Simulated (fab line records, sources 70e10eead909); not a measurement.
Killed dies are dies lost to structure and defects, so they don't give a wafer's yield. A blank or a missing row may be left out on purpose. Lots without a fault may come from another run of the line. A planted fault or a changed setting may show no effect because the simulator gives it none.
Tool commonality check | flow nand_harc | 2 lots, 6 wafers sampled

WHY IT WAS OPENED
At NHARC_END_SORT_01 the reading killed_at_array is flagged on 2 of 2 lots. Wafers without a fault read 55, standard deviation 20.
Rule: a lot is flagged when every wafer of it that has a number lies more than 4 standard deviations from that mean, or none has a number. The other lots count as sound.

lot  | measured     | on        | killed_at_array, wafer by wafer | flag
L468 | day 29 12:41 | prober-02 | 648 667 664                     | FLAGGED
L467 | day 29 21:17 | prober-01 | 672 662 670                     | FLAGGED
The numbers of the flagged lots are 664 on average: +609 against the usual, or +30 standard deviations.

WHICH TOOL RAN EACH LOT
The record holds 4 process steps before the reading, out of a route of 1302 steps. In each cell: the tool, then ch and the chambers that the sampled wafers went through, then the start.
lot  | flag    | NHARC_A_STAIRCASE_ETCH_13                     | NHARC_A_STAIRCASE_ETCH_15                     | NHARC_A_STAIRCASE_TRIM_18                     | NHARC_A_STAIRCASE_TRIM_26
L468 | FLAGGED | rie_diel-04 ch 0,3, day 20 11:46 or earlier   | rie_diel-04 ch 2,3, day 20 11:46 or earlier   | rie_diel-04 ch 0,3, day 20 11:46 or earlier   | rie_diel-04 ch 0,1,3, day 20 11:46
L467 | FLAGGED | rie_diel-04 ch 0,1,2, day 20 08:23 or earlier | rie_diel-04 ch 1,2,3, day 20 08:23 or earlier | rie_diel-04 ch 0,2,3, day 20 08:23 or earlier | rie_diel-04 ch 0,1,3, day 20 08:23
What these steps do:
- NHARC_A_STAIRCASE_ETCH_13: etches the open film in C4F8/O2, target depth 100 nm, time 40.5 s.
- NHARC_A_STAIRCASE_ETCH_15: etches the open film in C4F8/O2, target depth 100 nm, time 40.5 s.
- NHARC_A_STAIRCASE_TRIM_18: chemistry O2, time 211.2 s.
- NHARC_A_STAIRCASE_TRIM_26: chemistry O2, time 211.2 s.
- NHARC_END_SORT_01

FLAGGED OVER TOTAL, TOOL BY TOOL (the gauges that took the reading come last)
step                      | tool        | lots run | flagged | share of the flagged lots | sound lots run after its first flagged lot
NHARC_A_STAIRCASE_ETCH_13 | rie_diel-04 | 2        | 2       | all                       | 0
NHARC_A_STAIRCASE_ETCH_15 | rie_diel-04 | 2        | 2       | all                       | 0
NHARC_A_STAIRCASE_TRIM_18 | rie_diel-04 | 2        | 2       | all                       | 0
NHARC_A_STAIRCASE_TRIM_26 | rie_diel-04 | 2        | 2       | all                       | 0
NHARC_END_SORT_01         | prober-01   | 1        | 1       | some                      | 0
NHARC_END_SORT_01         | prober-02   | 1        | 1       | some                      | 0
NHARC_A_STAIRCASE_ETCH_13 gives no start for some lots, so the hours and the order of its lots are those of NHARC_A_STAIRCASE_TRIM_26. NHARC_A_STAIRCASE_ETCH_15 gives no start for some lots, so the hours and the order of its lots are those of NHARC_A_STAIRCASE_TRIM_26. NHARC_A_STAIRCASE_TRIM_18 gives no start for some lots, so the hours and the order of its lots are those of NHARC_A_STAIRCASE_TRIM_26.

WHAT THE TABLE ALLOWS
4 rows of the table ran every flagged lot: rie_diel-04 at NHARC_A_STAIRCASE_ETCH_13, rie_diel-04 at NHARC_A_STAIRCASE_ETCH_15, rie_diel-04 at NHARC_A_STAIRCASE_TRIM_18, rie_diel-04 at NHARC_A_STAIRCASE_TRIM_26.
- rie_diel-04 at NHARC_A_STAIRCASE_ETCH_13: 2 of its 2 lots flagged. It ran no sound lot before its first flagged lot in this sample, so the start can't be narrowed down.
- rie_diel-04 at NHARC_A_STAIRCASE_ETCH_15: 2 of its 2 lots flagged. It ran no sound lot before its first flagged lot in this sample, so the start can't be narrowed down.
- rie_diel-04 at NHARC_A_STAIRCASE_TRIM_18: 2 of its 2 lots flagged. It ran no sound lot before its first flagged lot in this sample, so the start can't be narrowed down.
- rie_diel-04 at NHARC_A_STAIRCASE_TRIM_26: 2 of its 2 lots flagged. It ran no sound lot before its first flagged lot in this sample, so the start can't be narrowed down. Its own readings lie more than 4 standard deviations out on every wafer of the flagged lots: oes_product_au.
One tool is left: rie_diel-04 at NHARC_A_STAIRCASE_ETCH_13 and NHARC_A_STAIRCASE_ETCH_15 and NHARC_A_STAIRCASE_TRIM_18 and NHARC_A_STAIRCASE_TRIM_26.

WHAT THE SIMULATOR HAD PUT IN
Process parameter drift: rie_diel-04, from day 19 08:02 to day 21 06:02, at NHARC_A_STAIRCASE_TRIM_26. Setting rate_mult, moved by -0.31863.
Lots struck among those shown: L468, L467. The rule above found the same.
